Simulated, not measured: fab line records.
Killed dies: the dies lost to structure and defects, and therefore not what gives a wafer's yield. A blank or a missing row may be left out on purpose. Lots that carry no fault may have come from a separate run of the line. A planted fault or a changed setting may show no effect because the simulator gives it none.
A sampling plan put to the test    flow nand_harc    each of the 23 faults these records tell of, on one fab line, judged from the records of the lots it struck
The line's own looks make up the plan; these are the steps of the route where a gauge or inspection reads the wafer and leaves it unchanged. A look can be judged if struck wafers have a number there and the file gives its usual mean and standard deviation on fault-free wafers. Caught: at a look after the fault's first step, the mean of the struck wafers lies 4 or more of those standard deviations (sigma) from the usual mean. On the tool: the fault's steps, tested the same way using the tool's own readings. Caught also covers a different recipe on the struck wafers, or a record left blank for those wafers only.

THE FAULTS, as the simulator had put them in
1. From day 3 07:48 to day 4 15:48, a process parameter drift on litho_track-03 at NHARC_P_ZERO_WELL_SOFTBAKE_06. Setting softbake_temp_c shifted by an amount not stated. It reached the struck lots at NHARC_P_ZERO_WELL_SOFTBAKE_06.
2. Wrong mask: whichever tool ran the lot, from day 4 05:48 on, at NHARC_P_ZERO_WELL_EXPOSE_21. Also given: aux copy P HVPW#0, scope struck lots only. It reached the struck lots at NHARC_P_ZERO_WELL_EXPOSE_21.
3. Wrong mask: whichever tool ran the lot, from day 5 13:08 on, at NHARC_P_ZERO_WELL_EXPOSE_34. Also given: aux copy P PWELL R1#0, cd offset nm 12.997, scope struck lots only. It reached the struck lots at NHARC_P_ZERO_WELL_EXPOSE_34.
4. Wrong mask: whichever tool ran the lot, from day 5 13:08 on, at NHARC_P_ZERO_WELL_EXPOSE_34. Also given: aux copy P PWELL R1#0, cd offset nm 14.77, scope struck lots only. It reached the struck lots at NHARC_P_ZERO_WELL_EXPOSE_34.
5. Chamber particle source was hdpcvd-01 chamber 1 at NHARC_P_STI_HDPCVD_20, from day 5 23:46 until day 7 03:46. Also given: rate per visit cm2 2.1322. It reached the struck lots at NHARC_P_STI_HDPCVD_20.
6. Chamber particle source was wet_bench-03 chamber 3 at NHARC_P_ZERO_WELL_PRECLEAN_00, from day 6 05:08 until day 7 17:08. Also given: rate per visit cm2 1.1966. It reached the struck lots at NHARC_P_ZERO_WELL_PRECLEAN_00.
7. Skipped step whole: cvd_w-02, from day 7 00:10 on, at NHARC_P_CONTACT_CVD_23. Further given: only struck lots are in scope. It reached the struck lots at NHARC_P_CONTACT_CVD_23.
8. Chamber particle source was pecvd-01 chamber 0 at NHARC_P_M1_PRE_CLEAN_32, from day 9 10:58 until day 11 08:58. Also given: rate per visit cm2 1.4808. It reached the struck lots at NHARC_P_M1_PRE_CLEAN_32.
9. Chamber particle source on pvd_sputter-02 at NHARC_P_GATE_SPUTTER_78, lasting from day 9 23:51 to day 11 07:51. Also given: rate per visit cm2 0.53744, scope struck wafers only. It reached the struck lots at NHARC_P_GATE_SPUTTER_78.
10. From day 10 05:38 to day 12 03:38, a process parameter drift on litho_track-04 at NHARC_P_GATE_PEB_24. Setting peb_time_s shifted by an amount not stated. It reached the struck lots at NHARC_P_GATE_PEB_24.
11. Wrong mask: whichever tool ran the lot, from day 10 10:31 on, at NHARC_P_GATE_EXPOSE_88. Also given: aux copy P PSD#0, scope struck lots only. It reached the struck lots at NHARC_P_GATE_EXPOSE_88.
12. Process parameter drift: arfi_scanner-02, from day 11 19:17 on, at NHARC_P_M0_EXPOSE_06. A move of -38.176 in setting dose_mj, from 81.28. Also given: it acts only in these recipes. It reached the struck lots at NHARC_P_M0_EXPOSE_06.
13. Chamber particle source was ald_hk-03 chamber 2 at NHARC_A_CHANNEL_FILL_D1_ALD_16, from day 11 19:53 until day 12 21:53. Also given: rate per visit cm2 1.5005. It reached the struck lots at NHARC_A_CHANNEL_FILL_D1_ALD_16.
14. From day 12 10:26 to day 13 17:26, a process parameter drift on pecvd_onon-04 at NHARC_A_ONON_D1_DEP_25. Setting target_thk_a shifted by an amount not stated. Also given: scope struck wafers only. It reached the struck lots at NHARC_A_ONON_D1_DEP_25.
15. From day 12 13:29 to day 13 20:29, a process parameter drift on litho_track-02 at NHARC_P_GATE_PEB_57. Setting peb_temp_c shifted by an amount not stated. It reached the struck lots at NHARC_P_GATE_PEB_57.
16. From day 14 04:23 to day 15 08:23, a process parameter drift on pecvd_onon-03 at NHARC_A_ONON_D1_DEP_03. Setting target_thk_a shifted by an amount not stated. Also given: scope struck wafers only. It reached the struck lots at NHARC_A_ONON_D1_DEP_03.
17. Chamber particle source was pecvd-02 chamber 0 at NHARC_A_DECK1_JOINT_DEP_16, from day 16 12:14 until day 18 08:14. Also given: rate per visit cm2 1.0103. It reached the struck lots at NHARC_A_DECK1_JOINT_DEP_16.
18. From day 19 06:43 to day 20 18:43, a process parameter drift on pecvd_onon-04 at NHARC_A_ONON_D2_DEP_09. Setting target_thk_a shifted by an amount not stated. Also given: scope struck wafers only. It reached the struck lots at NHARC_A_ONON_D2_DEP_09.
19. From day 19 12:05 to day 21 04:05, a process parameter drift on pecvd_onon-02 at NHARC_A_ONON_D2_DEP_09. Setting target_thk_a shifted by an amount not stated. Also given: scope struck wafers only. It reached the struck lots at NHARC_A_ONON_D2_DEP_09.
20. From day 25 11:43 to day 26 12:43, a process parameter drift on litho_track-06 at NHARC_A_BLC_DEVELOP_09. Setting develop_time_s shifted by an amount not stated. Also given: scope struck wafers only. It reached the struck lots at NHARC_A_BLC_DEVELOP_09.
21. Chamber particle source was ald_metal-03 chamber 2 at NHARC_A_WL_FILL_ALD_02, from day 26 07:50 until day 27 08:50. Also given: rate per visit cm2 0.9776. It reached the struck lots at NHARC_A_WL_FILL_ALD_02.
22. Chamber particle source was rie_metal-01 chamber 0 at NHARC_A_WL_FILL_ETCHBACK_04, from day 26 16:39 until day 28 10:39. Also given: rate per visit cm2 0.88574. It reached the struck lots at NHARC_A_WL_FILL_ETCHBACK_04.
23. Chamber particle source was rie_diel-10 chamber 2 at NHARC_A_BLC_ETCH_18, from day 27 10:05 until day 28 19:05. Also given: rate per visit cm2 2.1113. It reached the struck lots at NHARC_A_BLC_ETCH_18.

WHAT THE PLAN SAW
fault  on the tool itself                                first look that catches it                       reading, sigma                                         median hours from its first step to that look  hours from the fault's start to the first struck lot there  judged looks passed uncaught
1      heater_power_total_W -6.0 sigma                   NHARC_P_ZERO_WELL_CD_MEAS_11                     cd_nm -5.1                                             1.2                                            5                                                           0
2      no reading that can be judged                     no look after it can be judged                   -                                                      -                                              -                                                           0
3      no reading that can be judged                     NHARC_P_ZERO_WELL_CD_MEAS_37                     cd_nm +7.6                                             0.1                                            5                                                           0
4      no reading that can be judged                     NHARC_P_ZERO_WELL_CD_MEAS_37                     cd_nm +8.9                                             0.1                                            5                                                           0
5      no reading that can be judged                     NHARC_END_SORT_01                                killed_at_periphery +28                                556.2                                          535                                                         0
6      under 2 sigma                                     NHARC_P_ZERO_WELL_INSPECT_43                     raw_defect_count +99 or beyond                         8.0                                            23                                                          2
7      the tool's record is blank for the struck wafers  no look after it can be judged                   -                                                      -                                              -                                                           0
8      under 2 sigma                                     NHARC_P_M2_INSPECT_11                            raw_defect_count +99 or beyond                         1.3                                            36                                                          1
9      no reading that can be judged                     NHARC_P_GATE_INSPECT_68                          raw_defect_count +4.8                                  0.8                                            10                                                          0
10     heater_power_total_W +57 sigma                    NHARC_P_GATE_CD_MEAS_26                          cd_nm +21                                              0.1                                            6                                                           0
11     under 2 sigma                                     no look after it can be judged                   -                                                      -                                              -                                                           0
12     exposure_dose_mJ_cm2 -99 or beyond sigma          NHARC_P_M0_CD_MEAS_09                            cd_nm -72                                              0.1                                            7                                                           0
13     under 2 sigma                                     NHARC_END_SORT_01                                killed_dies +4.8                                       371.7                                          372                                                         0
14     no reading that can be judged                     NHARC_A_ONON_D1_THK_MEAS_27                      thk_nm -36                                             0.5                                            7                                                           0
15     plate_temp_C -30 sigma                            NHARC_P_GATE_CD_MEAS_59                          cd_nm -4.6                                             0.1                                            7                                                           0
16     no reading that can be judged                     NHARC_A_ONON_D1_THK_MEAS_05                      thk_nm -36                                             0.5                                            10                                                          0
17     under 2 sigma                                     NHARC_A_DECK1_JOINT_INSPECT_05                   raw_defect_count +6.1                                  0.2                                            7                                                           0
18     under 2 sigma                                     NHARC_A_ONON_D2_THK_MEAS_11                      thk_nm +57                                             0.5                                            9                                                           0
19     no reading that can be judged                     NHARC_A_ONON_D2_THK_MEAS_11                      thk_nm -33                                             0.4                                            4                                                           0
20     no reading that can be judged                     none of the 2 looks that can be judged after it  strongest: cd_nm at NHARC_A_BLC_CD_MEAS_10, -3.8       -                                              -                                                           2
21     under 2 sigma                                     NHARC_END_SORT_01                                killed_at_array +4.3                                   96.4                                           104                                                         1
22     under 2 sigma                                     NHARC_END_SORT_01                                killed_at_array +4.2                                   108.9                                          108                                                         1
23     under 2 sigma                                     none of the 3 looks that can be judged after it  strongest: killed_at_array at NHARC_END_SORT_01, +3.0  -                                              -                                                           3
A dash: the fault isn't caught, or these records don't give the number.

Caught at a look: 18 of 23. Caught on the tool: 5 of 23. By one or the other: 19 of 23.
Caught on the tool alone: fault 7.
Caught at a look alone: faults 3, 4, 5, 6, 8, 9, 13, 14, 16, 17, 18, 19, 21, 22.
Caught by neither: faults 2, 11, 20, 23.

THINNER SAMPLING
Were the look that catches a fault to measure just every second or every third lot (counted by lot number), the first struck lot would, at worst, be measured this late:
fault  struck lots at that look, in order of time  every lot  every second lot  every third lot
1      L185, L187                                  5 h        may miss all 2    may miss all 2
3      L533                                        5 h        may miss it       may miss it
4      L556                                        5 h        may miss it       may miss it
5      L621, L620, L622                            535 h      566 h             581 h
6      L931, L933                                  23 h       may miss all 2    may miss all 2
8      L962                                        36 h       may miss it       may miss it
9      L542, L544                                  10 h       may miss all 2    may miss all 2
10     L885, L887                                  6 h        may miss all 2    may miss all 2
12     L534, L536                                  7 h        may miss all 2    may miss all 2
13     L243                                        372 h      may miss it       may miss it
14     L735, L736, L737                            7 h        17 h              30 h
15     L552, L553                                  7 h        22 h              may miss all 2
16     L949, L950                                  10 h       19 h              may miss all 2
17     L551, L552                                  7 h        17 h              may miss all 2
18     L731, L733                                  9 h        may miss all 2    may miss all 2
19     L931, L934                                  4 h        37 h              may miss all 2
21     L299                                        104 h      may miss it       may miss it
22     L387, L390                                  108 h      147 h             may miss all 2
Hours count from the start of the fault until the first struck lot that is measured. The limit of 4 sigma was tested on all struck wafers together, so one lot alone may lie under it. Other struck lots may not be in these records.

THE LONGEST TIMED WAY FROM STEP TO LOOK
Fault 5: a median of 556.2 hours passes between NHARC_P_STI_HDPCVD_20 and NHARC_END_SORT_01. No look between them can be judged.
